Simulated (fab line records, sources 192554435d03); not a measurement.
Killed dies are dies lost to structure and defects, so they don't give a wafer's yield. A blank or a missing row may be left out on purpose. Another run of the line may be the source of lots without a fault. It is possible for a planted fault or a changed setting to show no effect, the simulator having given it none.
Which tool was responsible? ; flow n5Finfet ; Sampling: 20 lots, 60 wafers, 2 of 1938 route steps

== WHAT THE GAUGES READ, wafer by wafer ==
N5_BEOL_M0_SAQP_INSPECT_16: inspects for defects (brightfield). Usual: rawDefectCount 503, standard deviation 150.
lot;measured;on;rawDefectCount;flag
L074;day 5 09:31;defectInspect-02;347 682 695;
L075;day 5 16:16;defectInspect-01;451 450 336;
L077;day 6 07:58;defectInspect-02;388 564 486;
L078;day 6 11:40;defectInspect-02;670 561 901;
L079;day 6 18:57;defectInspect-01;563 649 459;
L081;day 7 04:33;defectInspect-01;519 382 503;
L082;day 7 19:08;defectInspect-01;677 701 714;
L083;day 7 19:58;defectInspect-02;540 461 560;
L084;day 8 07:52;defectInspect-02;489 399 366;
L086;day 8 13:32;defectInspect-02;392 399 332;
L087;day 8 20:48;defectInspect-01;1046 616 616;
L088;day 9 00:53;defectInspect-01;433 424 525;
L089;day 9 09:10;defectInspect-02;380 460 283;
L090;day 9 13:05;defectInspect-02;506 465 414;
L091;day 9 20:26;defectInspect-02;377 554 689;
L092;day 10 00:13;defectInspect-02;432 441 405;
L093;day 10 08:49;defectInspect-01;481 457 425;
L094;day 10 12:44;defectInspect-02;296 346 319;
L095;day 10 20:04;defectInspect-01;410 662 487;
L097;day 11 09:13;defectInspect-01;501 921 746;

== TOOL THAT RAN EACH LOT (tool first, then ch and the chambers of the sampled wafers, then the start) ==
lot;N5_BEOL_M0_SAQP_HM_DEP_111
L074;pecvd-03 ch 0,2, day 5 09:09
L075;pecvd-02 ch 0,1,2, day 5 15:54
L077;pecvd-01 ch 0,1,2, day 6 07:28
L078;pecvd-01 ch 1,2, day 6 11:16
L079;pecvd-02 ch 0,1, day 6 18:27
L081;pecvd-03 ch 0,2, day 7 04:03
L082;pecvd-01 ch 0,1, day 7 18:38
L083;pecvd-02 ch 0,1,2, day 7 19:35
L084;pecvd-02 ch 1,2, day 8 07:22
L086;pecvd-01 ch 0,2, day 8 13:02
L087;pecvd-02 ch 1,2, day 8 20:18
L088;pecvd-03 ch 0,2, day 9 00:31
L089;pecvd-03 ch 0,2, day 9 08:40
L090;pecvd-03 ch 0,1, day 9 12:42
L091;pecvd-03 ch 0,1, day 9 19:56
L092;pecvd-03 ch 0,2, day 9 23:50
L093;pecvd-01 ch 0,1, day 10 08:19
L094;pecvd-03 ch 0,1,2, day 10 12:14
L095;pecvd-01 ch 1,2, day 10 19:34
L097;pecvd-01 ch 0,2, day 11 08:43
- N5_BEOL_M0_SAQP_HM_DEP_111: deposits SiO2 from SiH4/N2O, target thk 12 nm, time 7.2 s.

== AS READ BY THE TOOLS THEMSELVES (means over the sampled wafers that have a number; for cases with no such wafer, the mark the record gives instead) ==
N5_BEOL_M0_SAQP_HM_DEP_111. Usual: heaterPowerW 784 W, standard deviation 120; rfFwdPowerW 272.7 W, standard deviation 1.1; showerheadPlenumPTorr 8.16 Torr, standard deviation 0.12; susceptorTempC 399.98 C, standard deviation 0.22.
lot;tool;heaterPowerW (W);rfFwdPowerW (W);showerheadPlenumPTorr (Torr);susceptorTempC (C);flag
L074;pecvd-03;888;271.8;8.09;399.85;
L075;pecvd-02;797;271.8;8.09;400.11;
L077;pecvd-01;729;272.9;8.16;399.95;
L078;pecvd-01;684;273.2;8.25;399.85;
L079;pecvd-02;783;272.3;8.04;399.89;
L081;pecvd-03;961;272.8;8.10;400.24;
L082;pecvd-01;762;273.0;8.10;399.85;
L083;pecvd-02;740;272.9;8.10;400.02;
L084;pecvd-02;789;272.5;8.13;400.00;
L086;pecvd-01;701;273.8;8.17;400.16;
L087;pecvd-02;706;272.0;8.11;399.87;
L088;pecvd-03;906;272.2;8.09;399.83;
L089;pecvd-03;777;272.2;8.10;399.85;
L090;pecvd-03;932;271.6;8.27;399.88;
L091;pecvd-03;928;272.4;8.27;400.05;
L092;pecvd-03;824;272.4;8.09;400.05;
L093;pecvd-01;683;273.1;8.18;399.68;
L094;pecvd-03;908;272.3;8.18;400.01;
L095;pecvd-01;703;273.7;8.26;399.70;
L097;pecvd-01;729;272.9;8.08;399.93;

== THE ANSWER, worked out from the rows above alone ==
Rule: lot off if the mean of its wafers having a number is beyond 3 standard deviations from the usual mean. Also off: a lot with no number at a reading for which 4 or more lots have one. Any other lot the step has rows for is counted as sound. Order of review: gauges by route order, followed by the tools' own readings, for which a lot's mean as printed above is used. At the first step where some lot is off, the reading lying furthest off is the one used; lots without a number count as furthest.
No lot is off at any reading shown: from this, nothing can be told.

== WHAT WAS PUT IN BY THE SIMULATOR ==
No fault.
